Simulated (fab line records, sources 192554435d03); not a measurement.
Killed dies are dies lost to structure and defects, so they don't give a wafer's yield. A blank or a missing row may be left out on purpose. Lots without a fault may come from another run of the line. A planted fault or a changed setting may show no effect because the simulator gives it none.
One fault seen from 2 desks | flow n5_finfet | each desk has only its own numbers; what lay behind them comes last

THE TOOL OWNER'S DESK: ald_metal-04
The tool's own readings at N5_BEOL_M8_ALD_77 (deposits TaN, target thk 2 nm, pulse time 2 s, purge time 3 s): means of the sampled wafers that have a number, for each lot that ran on this tool. A lot is out of limits, marked OUT, if its mean lies more than 4 standard deviations from the usual mean; the brackets give that distance.
Columns: A = heater_power_outer_w at N5_BEOL_M8_ALD_77, usual 235 W; B = heater_power_w at N5_BEOL_M8_ALD_77, usual 437 W; C = precursor_vessel_pressure_torr at N5_BEOL_M8_ALD_77, usual 26.25 Torr
lot  | first seen here | A   | B   | C
L139 | day 11 20:18    | 244 | 458 | 26.27
L142 | day 12 12:37    | 239 | 419 | 26.23
L147 | day 13 16:11    | 242 | 434 | 26.24
L148 | day 14 10:21    | 246 | 466 | 26.27
L149 | day 14 20:49    | 248 | 450 | 26.27
This desk's finding: nothing out of limits on any of the 5 lots.

THE METROLOGY DESK
What the gauges read, lot by lot, whatever tool the lot ran on: means of the sampled wafers that have a number. A lot is out of limits, marked OUT, if its mean lies more than 4 standard deviations from the usual mean; the brackets give that distance. Of its 25 readings 7 are shown: the one that was out of limits first, and those that lie furthest out on some lot.
Columns: A = COMB_M10 at N5_BEOL_M15_RC_MEAS_101, usual 1.5e-11 S/m; B = COMB_M5 at N5_BEOL_M15_RC_MEAS_101, usual 3.6e-11 S/m; C = COMB_M6 at N5_BEOL_M15_RC_MEAS_101, usual 2.6e-11 S/m; D = SERP_M14 at N5_BEOL_M15_RC_MEAS_101, usual 0.161 ohm/um; E = SERP_M14_max_site at N5_BEOL_M15_RC_MEAS_101, usual 0.162 ohm/um; F = SERP_M8 at N5_BEOL_M15_RC_MEAS_101, usual 13.8 ohm/um; G = SERP_M8_max_site at N5_BEOL_M15_RC_MEAS_101, usual 14.4 ohm/um
lot  | first seen here | A       | B       | C       | D     | E     | F               | G
L139 | day 11 18:05    | 2.3e-11 | 4.0e-11 | 2.6e-11 | 0.162 | 0.164 | 13.1            | 13.5
L142 | day 12 10:56    | 1.8e-11 | 5.0e-11 | 2.5e-11 | 0.158 | 0.159 | 14.0            | 14.3
L147 | day 13 14:32    | 1.4e-11 | 4.9e-11 | 2.3e-11 | 0.159 | 0.161 | 16.4 (+4.6) OUT | 16.9 (+4.3) OUT
L148 | day 14 09:11    | 1.5e-11 | 3.7e-11 | 3.7e-11 | 0.164 | 0.166 | 15.3            | 15.9
L151 | day 14 15:58    | 1.6e-11 | 3.6e-11 | 2.4e-11 | 0.163 | 0.165 | 13.5            | 14.1
L149 | day 14 19:32    | 1.7e-11 | 3.2e-11 | 2.6e-11 | 0.152 | 0.154 | 15.2            | 16.1
L153 | day 15 00:55    | 1.4e-11 | 3.9e-11 | 2.0e-11 | 0.162 | 0.164 | 14.3            | 14.9
L152 | day 15 07:13    | 1.5e-11 | 2.8e-11 | 2.2e-11 | 0.164 | 0.165 | 13.4            | 13.8
This desk's finding: out of limits on L147; first on L147, day 16 00:59 (SERP_M8 at N5_BEOL_M15_RC_MEAS_101). In limits: L139, L142, L148, L151, L149, L153, L152.

PUT TOGETHER
The metrology desk could have raised an alarm at day 16 00:59, on L147.
The tool owner's desk saw nothing out of limits.
The tool owner's desk has L147 on record, within its limits.
Of the lots named, all ran N5_BEOL_M8_ALD_77 on ald_metal-04.

WHAT THE SIMULATOR HAD PUT IN
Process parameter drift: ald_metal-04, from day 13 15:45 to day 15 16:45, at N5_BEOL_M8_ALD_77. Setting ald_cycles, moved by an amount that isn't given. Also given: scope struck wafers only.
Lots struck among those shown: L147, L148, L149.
Hours from the fault's start to each desk's first reading out of limits: the metrology desk, 57.
